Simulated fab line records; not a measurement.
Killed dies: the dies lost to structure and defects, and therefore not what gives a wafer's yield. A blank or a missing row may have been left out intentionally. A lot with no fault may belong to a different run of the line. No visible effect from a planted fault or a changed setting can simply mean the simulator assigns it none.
Lot-split experiment || flow n5Finfet || on a route of 1938 steps: 7 lots, 39 wafers read

ON THE SPLIT
At N5_BEOL_M1_ETCH_64 (etches SOC in N2/H2, target depth 75 nm, overetch 15 nm, time 112.5 s), the setting timeS was moved away from the recipe's 112.5 s on 15 of the 39 wafers read, by -17.3% to +42.2%. For the rest of the wafers, this setting stayed at what the recipe calls for.

FROM THE SPLIT TO THE READING: what the file shows between them, 3 steps
- N5_BEOL_M1_STRIP_65: strips in N2/H2
- N5_BEOL_M1_STRIP_75: strips in N2/H2
- N5_BEOL_M1_STRIP_66: strips in CF4

THE READING
etch.depthNm (the simulator's own value, which no gauge read), in nm, at N5_BEOL_M1_HM_OPEN_17 (chemistry Cl2/BCl3, target TiN, target depth 20 nm, overetch 6 nm). No usual value for it is given in the file. The 24 wafers here that ran the recipe average 19.99 nm, standard deviation 0.15 nm.

{"wafer": "L079.1", "tool, chamber at the split": "rieDiel-02, 0", "timeS as run, s": 112.5, "against the recipe": "recipe", "etch.depthNm, nm": 20.18, "against lot-mates on the recipe": "-"}
{"wafer": "L079.2", "tool, chamber at the split": "rieDiel-02, 2,0", "timeS as run, s": 93.06, "against the recipe": "-17.3%", "etch.depthNm, nm": 20.18, "against lot-mates on the recipe": "+0.08"}
{"wafer": "L079.3", "tool, chamber at the split": "rieDiel-02, 3,1", "timeS as run, s": 112.5, "against the recipe": "recipe", "etch.depthNm, nm": 19.99, "against lot-mates on the recipe": "-"}
{"wafer": "L079.4", "tool, chamber at the split": "rieDiel-02, 3,1", "timeS as run, s": 112.5, "against the recipe": "recipe", "etch.depthNm, nm": 20.14, "against lot-mates on the recipe": "-"}
{"wafer": "L079.5", "tool, chamber at the split": "rieDiel-02, 1", "timeS as run, s": 93.06, "against the recipe": "-17.3%", "etch.depthNm, nm": 19.91, "against lot-mates on the recipe": -0.19}
{"wafer": "L079.6", "tool, chamber at the split": "rieDiel-02, 2,0", "timeS as run, s": 93.06, "against the recipe": "-17.3%", "etch.depthNm, nm": 20.21, "against lot-mates on the recipe": "+0.11"}
{"wafer": "L080.1", "tool, chamber at the split": "rieDiel-06, 1,3", "timeS as run, s": 132.5, "against the recipe": "+17.8%", "etch.depthNm, nm": 17.94, "against lot-mates on the recipe": -1.87}
{"wafer": "L080.2", "tool, chamber at the split": "rieDiel-06, 2", "timeS as run, s": 132.5, "against the recipe": "+17.8%", "etch.depthNm, nm": 17.92, "against lot-mates on the recipe": -1.89}
{"wafer": "L080.3", "tool, chamber at the split": "rieDiel-06, 0", "timeS as run, s": 112.5, "against the recipe": "recipe", "etch.depthNm, nm": 19.81, "against lot-mates on the recipe": "-"}
{"wafer": "L080.5", "tool, chamber at the split": "rieDiel-06, 0,3", "timeS as run, s": 112.5, "against the recipe": "recipe", "etch.depthNm, nm": 19.81, "against lot-mates on the recipe": "-"}
{"wafer": "L080.4", "tool, chamber at the split": "rieDiel-06, 1,3", "timeS as run, s": 132.5, "against the recipe": "+17.8%", "etch.depthNm, nm": 17.99, "against lot-mates on the recipe": -1.82}
{"wafer": "L080.6", "tool, chamber at the split": "rieDiel-06, 0,3", "timeS as run, s": 112.5, "against the recipe": "recipe", "etch.depthNm, nm": 19.8, "against lot-mates on the recipe": "-"}
{"wafer": "L087.1", "tool, chamber at the split": "rieDiel-06, 2", "timeS as run, s": 112.5, "against the recipe": "recipe", "etch.depthNm, nm": 20.02, "against lot-mates on the recipe": "-"}
{"wafer": "L087.2", "tool, chamber at the split": "rieDiel-06, 1,3", "timeS as run, s": 160, "against the recipe": "+42.2%", "etch.depthNm, nm": 15.06, "against lot-mates on the recipe": -5.01}
{"wafer": "L087.3", "tool, chamber at the split": "rieDiel-06, 0,1", "timeS as run, s": 112.5, "against the recipe": "recipe", "etch.depthNm, nm": 20.14, "against lot-mates on the recipe": "-"}
{"wafer": "L087.4", "tool, chamber at the split": "rieDiel-06, 1,3", "timeS as run, s": 160, "against the recipe": "+42.2%", "etch.depthNm, nm": 14.93, "against lot-mates on the recipe": -5.14}
{"wafer": "L087.5", "tool, chamber at the split": "rieDiel-06, 2", "timeS as run, s": 160, "against the recipe": "+42.2%", "etch.depthNm, nm": 16.02, "against lot-mates on the recipe": -4.05}
{"wafer": "L087.6", "tool, chamber at the split": "rieDiel-06, 0,1", "timeS as run, s": 112.5, "against the recipe": "recipe", "etch.depthNm, nm": 20.06, "against lot-mates on the recipe": "-"}
{"wafer": "L091.1", "tool, chamber at the split": "rieDiel-06, 0", "timeS as run, s": 112.5, "against the recipe": "recipe", "etch.depthNm, nm": 20.09, "against lot-mates on the recipe": "-"}
{"wafer": "L091.2", "tool, chamber at the split": "rieDiel-06, 1", "timeS as run, s": 150, "against the recipe": "+33.3%", "etch.depthNm, nm": 16.4, "against lot-mates on the recipe": -3.50}
{"wafer": "L091.3", "tool, chamber at the split": "rieDiel-06, 3,0", "timeS as run, s": 150, "against the recipe": "+33.3%", "etch.depthNm, nm": 15.96, "against lot-mates on the recipe": -3.94}
{"wafer": "L091.4", "tool, chamber at the split": "rieDiel-06, 2", "timeS as run, s": 112.5, "against the recipe": "recipe", "etch.depthNm, nm": 19.86, "against lot-mates on the recipe": "-"}
{"wafer": "L091.5", "tool, chamber at the split": "rieDiel-06, 1", "timeS as run, s": 112.5, "against the recipe": "recipe", "etch.depthNm, nm": 19.75, "against lot-mates on the recipe": "-"}
{"wafer": "L091.6", "tool, chamber at the split": "rieDiel-06, 3,0", "timeS as run, s": 150, "against the recipe": "+33.3%", "etch.depthNm, nm": 15.99, "against lot-mates on the recipe": -3.91}
{"wafer": "L093.2", "tool, chamber at the split": "rieDiel-02, 0", "timeS as run, s": 112.5, "against the recipe": "recipe", "etch.depthNm, nm": 20.09, "against lot-mates on the recipe": "-"}
{"wafer": "L093.4", "tool, chamber at the split": "rieDiel-02, 1,3", "timeS as run, s": 112.5, "against the recipe": "recipe", "etch.depthNm, nm": 19.93, "against lot-mates on the recipe": "-"}
{"wafer": "L093.6", "tool, chamber at the split": "rieDiel-02, 1,3", "timeS as run, s": 112.5, "against the recipe": "recipe", "etch.depthNm, nm": 19.96, "against lot-mates on the recipe": "-"}
{"wafer": "L094.1", "tool, chamber at the split": "rieDiel-02, 2", "timeS as run, s": 112.5, "against the recipe": "recipe", "etch.depthNm, nm": 20.26, "against lot-mates on the recipe": "-"}
{"wafer": "L094.2", "tool, chamber at the split": "rieDiel-02, 1", "timeS as run, s": 155.3, "against the recipe": "+38.0%", "etch.depthNm, nm": 16.01, "against lot-mates on the recipe": -4.13}
{"wafer": "L094.3", "tool, chamber at the split": "rieDiel-02, 3", "timeS as run, s": 155.3, "against the recipe": "+38.0%", "etch.depthNm, nm": 15.85, "against lot-mates on the recipe": -4.29}
{"wafer": "L094.4", "tool, chamber at the split": "rieDiel-02, 0", "timeS as run, s": 155.3, "against the recipe": "+38.0%", "etch.depthNm, nm": 16.13, "against lot-mates on the recipe": -4.01}
{"wafer": "L094.5", "tool, chamber at the split": "rieDiel-02, 2", "timeS as run, s": 112.5, "against the recipe": "recipe", "etch.depthNm, nm": 19.92, "against lot-mates on the recipe": "-"}
{"wafer": "L094.6", "tool, chamber at the split": "rieDiel-02, 1", "timeS as run, s": 112.5, "against the recipe": "recipe", "etch.depthNm, nm": 20.25, "against lot-mates on the recipe": "-"}
{"wafer": "L095.1", "tool, chamber at the split": "rieDiel-03, 3,1,3,1", "timeS as run, s": 112.5, "against the recipe": "recipe", "etch.depthNm, nm": 20.12, "against lot-mates on the recipe": "-"}
{"wafer": "L095.2", "tool, chamber at the split": "rieDiel-03, 2", "timeS as run, s": 112.5, "against the recipe": "recipe", "etch.depthNm, nm": 19.91, "against lot-mates on the recipe": "-"}
{"wafer": "L095.3", "tool, chamber at the split": "rieDiel-03, 3,1,3,1", "timeS as run, s": 112.5, "against the recipe": "recipe", "etch.depthNm, nm": 19.92, "against lot-mates on the recipe": "-"}
{"wafer": "L095.4", "tool, chamber at the split": "rieDiel-03, 3,1,3,1", "timeS as run, s": 112.5, "against the recipe": "recipe", "etch.depthNm, nm": 19.94, "against lot-mates on the recipe": "-"}
{"wafer": "L095.5", "tool, chamber at the split": "rieDiel-03, 3,1,3,1", "timeS as run, s": 112.5, "against the recipe": "recipe", "etch.depthNm, nm": 19.77, "against lot-mates on the recipe": "-"}
{"wafer": "L095.6", "tool, chamber at the split": "rieDiel-03, 2", "timeS as run, s": 112.5, "against the recipe": "recipe", "etch.depthNm, nm": 20, "against lot-mates on the recipe": "-"}
When a row names more than one chamber, that row covers several wafers, and the file does not tell which wafer ran in which chamber.

THE FIT
A straight line over all 39 wafers: etch.depthNm changes by -0.0983 nm for each +1% of timeS; r = -0.96; the points scatter about the line by 0.49 nm.
The same after taking each lot's own level away (the mean of its wafers on the recipe; 39 wafers): -0.0984 nm for each +1%; r = -0.96; scatter 0.51 nm.
On that fit, the largest move of timeS shifts the reading by 4.2 nm.
Measured against the standard deviation above, the lots' own levels, which go from 19.807 to 20.143 nm, span 2.3 times it.
The two slopes are in agreement: the lot-to-lot level therefore moves the slope only a little.
Check: -4.33 nm against its lot-mates is what the line predicts for one of the wafers moved furthest among these (+42.2%) when that wafer is left out of the fit. Against them it came out at -5.01 nm.

OTHER SPLITS ON THESE WAFERS
Note: prior to the reading, these wafers also went through further splits. Each is held against what the fit with the lots' levels taken away leaves over:
{"other split on the same wafers": "N5_ZERO_LAYER_DEVELOP_10 developTimeS", "wafers away from the commonest value": 15, "r with etch.depthNm (lot level and that fit taken away)": "+0.03"}
{"other split on the same wafers": "N5_SD_EPI_P_ETCH_16 targetDepthA", "wafers away from the commonest value": 9, "r with etch.depthNm (lot level and that fit taken away)": "+0.15"}
{"other split on the same wafers": "N5_HKMG_FIN_ETCH_35 targetDepthA", "wafers away from the commonest value": 12, "r with etch.depthNm (lot level and that fit taken away)": "+0.08"}
{"other split on the same wafers": "N5_MOL_CONTACT_COAG_VIA_ETCH_46 targetDepthA", "wafers away from the commonest value": 15, "r with etch.depthNm (lot level and that fit taken away)": -0.32}

THE WHOLE CHAIN: every reading that the file lists as answering this split, in the file's order
{"step": "N5_BEOL_M1_ETCH_64", "what it does": "etches SOC in N2/H2, target depth 75 nm, overetch 15 nm, time 112.5 s", "reading": "SiARC_of_BEOL_M1_COAT_62.thkNm (the simulator's own value, which no gauge read)", "change (the file's fit)": "-0.0511 nm for each +1% of the setting", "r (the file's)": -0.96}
{"step": "N5_BEOL_M1_HM_OPEN_17", "what it does": "chemistry Cl2/BCl3, target TiN, target depth 20 nm, overetch 6 nm", "reading": "etch.depthNm (the simulator's own value, which no gauge read)", "change (the file's fit)": "-0.104 nm for each +1% of the setting", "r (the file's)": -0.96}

THE FILE'S OWN FIT
etch.depthNm changes by -0.104 nm for each +1% of timeS, r = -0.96.
